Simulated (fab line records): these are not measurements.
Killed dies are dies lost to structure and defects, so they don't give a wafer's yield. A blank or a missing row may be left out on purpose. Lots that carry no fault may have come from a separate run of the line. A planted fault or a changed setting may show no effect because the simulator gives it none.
Which tool is to blame?	flow n5 finfet	27 wafers from 9 lots sampled at 5 of the route's 1938 steps

WHAT THE GAUGES READ, wafer by wafer
N5_BEOL_M0_SAQP_CD_MEAS_29 targets a cd of 14.4 nm. Usual: cd nm reads 14.99 nm (standard deviation 0.21).
lot	measured	on	cd nm (nm)	flag
L132	day 6 04:41	cd sem-03	15.04 15.08 15.33	
L133	day 6 07:34	cd sem-03	15.12 15.02 15.07	
L137	day 7 19:49	cd sem-03	15.33 14.85 15.11	
L142	day 8 16:17	cd sem-02	15.02 15.19 14.94	
L143	day 8 23:27	cd sem-03	15.17 15.00 14.60	
L149	day 10 07:29	cd sem-02	15.07 15.01 14.79	
L151	day 10 19:10	cd sem-02	14.83 15.33 14.92	
L150	day 10 21:57	cd sem-03	15.04 15.01 14.84	
L153	day 11 07:52	cd sem-03	15.33 15.11 14.75	

N5_BEOL_M4_RC_MEAS_101. Usual: DIBL_N 36.6 mV/V, standard deviation 1.1; DIBL_P 36.7 mV/V, standard deviation 1.5; IOFF_N 0.155 nA/um, standard deviation 0.019; IOFF_P 0.208 nA/um, standard deviation 0.025; ION_N 673 uA/um, standard deviation 8.5; ION_P 462 uA/um, standard deviation 5.9; SS_N 71.6 mV/dec, standard deviation 0.58; SS_P 73.5 mV/dec, standard deviation 0.51; VT_N 250.7 mV, standard deviation 2.4; VT_P -251 mV, standard deviation 3.
lot	measured	on	DIBL_N (mV/V)	DIBL_P (mV/V)	IOFF_N (nA/um)	IOFF_P (nA/um)	ION_N (uA/um)	ION_P (uA/um)	SS_N (mV/dec)	SS_P (mV/dec)	VT_N (mV)	VT_P (mV)	flag
L132	day 10 22:09	prober-02	34.9 36.0 35.5	32.8 34.5 34.1	0.140 0.161 0.154	0.178 0.202 0.193	673 675 670	464 466 457	71.2 71.0 70.9	72.9 72.9 73.0	250.1 248.8 249.8	-251 -252 -251	
L133	day 11 04:32	prober-02	35.4 36.8 36.9	35.1 36.9 37.4	0.154 0.183 0.185	0.207 0.242 0.248	667 678 683	461 467 468	71.7 72.5 72.2	73.3 73.5 73.1	249.7 247.9 245.7	-248 -247 -248	
L137	day 12 12:07	prober-01	38.0 36.2 38.2	37.6 37.0 38.8	0.171 0.148 0.170	0.246 0.239 0.265	662 671 665	462 469 467	71.5 71.7 71.8	73.6 73.6 73.6	251.7 249.9 247.1	-245 -246 -246	
L149	day 14 08:22	prober-01	37.6 35.8 37.0	37.0 35.7 36.6	0.159 0.132 0.149	0.202 0.175 0.185	665 674 665	456 458 455	71.7 71.4 71.3	73.6 73.3 73.8	250.7 252.7 250.0	-251 -255 -254	
L151	day 16 02:40	prober-01	36.5 37.8 35.7	36.6 37.9 35.1	0.150 0.170 0.131	0.218 0.245 0.200	675 677 675	464 469 471	71.7 71.5 71.2	73.4 74.2 73.5	251.7 252.2 253.5	-249 -247 -248	
L150	day 15 11:37	prober-01	36.1 37.0 35.9	37.2 37.9 37.1	0.149 0.164 0.144	0.219 0.234 0.219	661 681 662	463 468 458	71.4 71.4 71.4	73.3 73.8 73.0	254.1 250.1 251.0	-247 -246 -247	
L153	day 16 06:34	prober-02	36.8 37.9 34.4	36.1 37.3 32.9	0.155 0.179 0.123	0.218 0.236 0.166	681 696 668	469 468 455	72.4 71.5 71.7	73.6 74.0 72.3	247.5 247.6 252.1	-249 -251 -254	

WHAT TOOL EACH LOT RAN ON (gives the tool, then ch and the chambers of the sampled wafers, and finally the start)
lot	N5_BEOL_M0_SAQP_ETCH_88	N5_BEOL_M0_SAQP_CUT_ETCH_46	N5_BEOL_M0_SAQP_ALD_48
L132	rie diel-05 ch 1,2,3, day 6 05:08	rie diel-05 ch 1,2,3, day 6 05:11	ald sin-04 ch 0,1,3, day 6 05:23
L133	rie diel-06 ch 2,3, day 6 08:02	rie diel-06 ch 2,3, day 6 08:05	ald sin-04 ch 0,1, day 6 08:17
L137	rie diel-05 ch 0,3, day 7 20:24	rie diel-05 ch 0,3, day 7 20:27	ald sin-04 ch 0,3, day 7 20:39
L142	rie diel-02 ch 0,1,3, day 8 16:52	rie diel-02 ch 0,1,3, day 8 16:55	ald sin-03 ch 0,3, day 8 17:07
L143	rie diel-05 ch 2,3, day 9 00:02	rie diel-05 ch 2,3, day 9 00:05	ald sin-04 ch 0,2, day 9 00:17
L149	rie diel-02 ch 0,1,2, day 10 08:14	rie diel-02 ch 0,1,2, day 10 08:17	ald sin-01 ch 0,1,2, day 10 08:29
L151	rie diel-05 ch 0,2,3, day 10 19:37	rie diel-05 ch 0,2,3, day 10 19:40	ald sin-03 ch 0,2,3, day 10 20:04
L150	rie diel-06 ch 1,3, day 10 22:32	rie diel-06 ch 1,3, day 10 22:35	ald sin-04 ch 1,3, day 10 22:49
L153	rie diel-06 ch 0,1,3, day 11 08:35	rie diel-06 ch 0,1,3, day 11 08:38	ald sin-04 ch 1,2,3, day 11 08:50
- N5_BEOL_M0_SAQP_ETCH_88: etches underlayer in N2/H2, target depth 6.5 nm, time 5.2 s.
- N5_BEOL_M0_SAQP_CUT_ETCH_46: etches SOC in N2/H2, target depth 135 nm, overetch 27 nm, time 202.5 s.
- N5_BEOL_M0_SAQP_ALD_48: deposits SiO2, target thk 20 nm, pulse time 1 s, co reactant pulse time 1 s.

WHAT THE TOOLS THEMSELVES READ (means of the sampled wafers that have a number; where no wafer has one, the mark that the record gives instead)
N5_BEOL_M0_SAQP_ETCH_88. Usual: for drypump motor current A, 5.6 A with a standard deviation of 0.34; for etch rf on time s, 5.20 s with a standard deviation of 0.079; for h2 flow sccm, 199.9 sccm with a standard deviation of 0.6; for oes product au, 0.65 a.u. with a standard deviation of 0.073; for rf vpp V, 523.0 V with a standard deviation of 2.9; for showerhead plenum p Torr, 2.50 Torr with a standard deviation of 0.092; for throttle valve pct, 17.98 % with a standard deviation of 0.3.
lot	tool	drypump motor current A (A)	etch rf on time s (s)	h2 flow sccm (sccm)	oes product au (a.u.)	rf vpp V (V)	showerhead plenum p Torr (Torr)	throttle valve pct (%)	flag
L132	rie diel-05	5.4	5.20	199.8	0.64	523.3	2.54	18.15	
L133	rie diel-06	5.8	5.26	200.7	0.59	523.0	2.48	18.15	
L137	rie diel-05	5.8	5.24	199.8	0.59	526.1	2.58	18.31	
L142	rie diel-02	5.4	5.12	199.9	0.72	522.9	2.53	17.71	
L143	rie diel-05	5.5	5.36	199.5	0.60	523.9	2.56	18.40	
L149	rie diel-02	5.7	5.15	199.6	0.69	526.3	2.63	17.66	
L151	rie diel-05	5.6	5.23	200.1	0.76	523.0	2.52	18.11	
L150	rie diel-06	5.7	5.20	199.8	0.64	522.4	2.50	18.23	
L153	rie diel-06	5.7	5.25	200.0	0.66	521.9	2.47	18.15	

N5_BEOL_M0_SAQP_CUT_ETCH_46. Usual: drypump motor current A 5.6 A, standard deviation 0.34; h2 flow sccm 200.1 sccm, standard deviation 0.62; rf vpp V 522.8 V, standard deviation 2.6; showerhead plenum p Torr 2.50 Torr, standard deviation 0.092; throttle valve pct 17.94 %, standard deviation 0.3.
lot	tool	drypump motor current A (A)	h2 flow sccm (sccm)	rf vpp V (V)	showerhead plenum p Torr (Torr)	throttle valve pct (%)	flag
L132	rie diel-05	5.4	200.6	523.8	2.54	18.11	
L133	rie diel-06	5.8	200.1	522.4	2.48	18.10	
L137	rie diel-05	5.8	200.6	524.1	2.58	18.26	
L142	rie diel-02	5.4	200.1	523.2	2.53	17.66	
L143	rie diel-05	5.5	199.5	523.7	2.56	18.36	
L149	rie diel-02	5.7	200.2	525.2	2.63	17.64	
L151	rie diel-05	5.6	200.2	523.0	2.52	18.05	
L150	rie diel-06	5.7	199.8	522.5	2.50	18.19	
L153	rie diel-06	5.7	199.9	521.5	2.47	18.12	

N5_BEOL_M0_SAQP_ALD_48. Usual: chamber pressure Torr 2.000 Torr, standard deviation 0.0043; heater power w 79 W, standard deviation 4.9; precursor pulse height rel 1.001, standard deviation 0.022.
lot	tool	chamber pressure Torr (Torr)	heater power w (W)	precursor pulse height rel	flag
L132	ald sin-04	2.004	80	1.001	
L133	ald sin-04	2.003	80	1.007	
L137	ald sin-04	1.994	77	1.011	
L142	ald sin-03	-	-	-	OFF
L143	ald sin-04	-	-	-	OFF
L149	ald sin-01	2.000	79	0.997	
L151	ald sin-03	2.001	77	0.996	
L150	ald sin-04	1.995	84	0.990	
L153	ald sin-04	2.000	80	1.001	

THE ANSWER, worked out from the rows above alone
Rule: a lot is off if the mean of its wafers that have a number lies more than 3 standard deviations from the usual mean. Also off: a lot with no number at a reading for which 4 or more lots have one. Any other lot the step has rows for is counted as sound. First the gauges in route order, then the tools' own readings, where a lot's mean is used as printed above. The first step at which some lot is off is used, and at that step the reading that is off furthest; a lot without a number counts as furthest.
Off: L142, L143 (N5_BEOL_M0_SAQP_ALD_48, chamber pressure Torr). Without a number there: L142, L143.
If a tool, at that step or one of the process steps before it, ran each lot that is off and ran no sound lot following the first of them, it fits. Not one of the candidates tried fits.

WHAT THE SIMULATOR HAD INSERTED
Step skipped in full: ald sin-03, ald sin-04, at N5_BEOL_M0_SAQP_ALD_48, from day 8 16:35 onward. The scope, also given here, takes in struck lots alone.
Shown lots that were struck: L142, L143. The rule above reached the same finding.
